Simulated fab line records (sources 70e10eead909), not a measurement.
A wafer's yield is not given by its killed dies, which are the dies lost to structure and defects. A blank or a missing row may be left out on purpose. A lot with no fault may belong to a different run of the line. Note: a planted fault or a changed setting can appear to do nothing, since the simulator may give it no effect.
2 desks, one fault -- flow nand_harc -- what lay behind the numbers comes last; until then each desk has only its own

## METROLOGY DESK
What the gauges read, lot by lot, whatever tool the lot ran on: means of the sampled wafers that have a number. The brackets show how far a lot's mean lies from the usual mean; more than 4 standard deviations puts the lot out of limits, marked OUT.
Columns: A = cd_nm at NHARC_A_CHANNEL_HOLE_D1_CD_MEAS_18, usual 101 nm
lot,first seen here,A
L728,day 8 18:24,96
L729,day 8 18:46,102
L734,day 11 05:20,100
L737,day 12 02:55,105
L736,day 12 04:49,102
L738,day 12 18:16,104
L739,day 13 03:35,101
L740,day 13 17:31,103
L749,day 17 02:41,101
L750,day 17 16:17,101
L751,day 17 19:57,98
This desk found nothing out of limits on any of the 11 lots.

## THE TOOL OWNER'S DESK: rie_diel-11
The tool's own readings at NHARC_A_CHANNEL_HOLE_D1_ETCH_44 (etches the open film in CF4/O2, target depth 140 nm, overetch 14 nm, time 77 s): means of the sampled wafers that have a number, for each lot that ran on this tool. The brackets show how far a lot's mean lies from the usual mean; more than 4 standard deviations puts the lot out of limits, marked OUT.
Columns: A = drypump_motor_current_A at NHARC_A_CHANNEL_HOLE_D1_ETCH_44, usual 6.0 A; B = oes_product_au at NHARC_A_CHANNEL_HOLE_D1_ETCH_44, usual 0.999 a.u.; C = rf_fwd_power_W at NHARC_A_CHANNEL_HOLE_D1_ETCH_44, usual 297.6 W; D = rf_vpp_V at NHARC_A_CHANNEL_HOLE_D1_ETCH_44, usual 198.0 V; E = run_length_s at NHARC_A_CHANNEL_HOLE_D1_ETCH_44, usual 98.4 s; F = showerhead_plenum_p_Torr at NHARC_A_CHANNEL_HOLE_D1_ETCH_44, usual 1.34 Torr; G = throttle_valve_pct at NHARC_A_CHANNEL_HOLE_D1_ETCH_44, usual 13.397 %
lot,first seen here,A,B,C,D,E,F,G
L728,day 8 23:13,6.3,0.981,297.8,195.9,98.4,1.28,13.387
L734,day 11 10:08,5.9,0.994,298.0,198.2,98.7,1.35,13.397
L737,day 12 09:33,6.3,0.994,298.6,196.0,98.5,1.30,13.393
L736,day 12 11:37,6.0,1.000,298.8,198.7,98.5,1.35,13.398
L738,day 12 23:05,6.2,0.987,297.0,197.4,98.3,1.32,13.395
L739,day 13 08:23,6.0,1.004,298.4,197.5,94.9 (-8.3) OUT,1.32,13.397
L749,day 17 16:57,6.3,0.990,298.1,197.1,98.5,1.30,13.412
L750,day 18 01:18,5.7,1.009,297.3,198.5,98.6,1.36,13.401
This desk's finding: out of limits on L739; first on L739, day 13 08:23 (run_length_s at NHARC_A_CHANNEL_HOLE_D1_ETCH_44). L728, L734, L737, L736, L738, L749, L750 stayed within limits.

## PUT TOGETHER
An alarm could have come from the tool owner's desk at day 13 08:23, on L739.
At the metrology desk, nothing out of limits was observed.
The metrology desk has L739 on record, within its limits.
The lots listed all ran NHARC_A_CHANNEL_HOLE_D1_ETCH_44 on rie_diel-11.

## WHAT WAS PUT IN BY THE SIMULATOR
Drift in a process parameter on rie_diel-11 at NHARC_A_CHANNEL_HOLE_D1_ETCH_44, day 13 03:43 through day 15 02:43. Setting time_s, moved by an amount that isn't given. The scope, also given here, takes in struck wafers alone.
Struck lots among those shown: L739.
How many hours passed from the start of the fault until each desk's first out-of-limits reading: the tool owner's desk, 5.
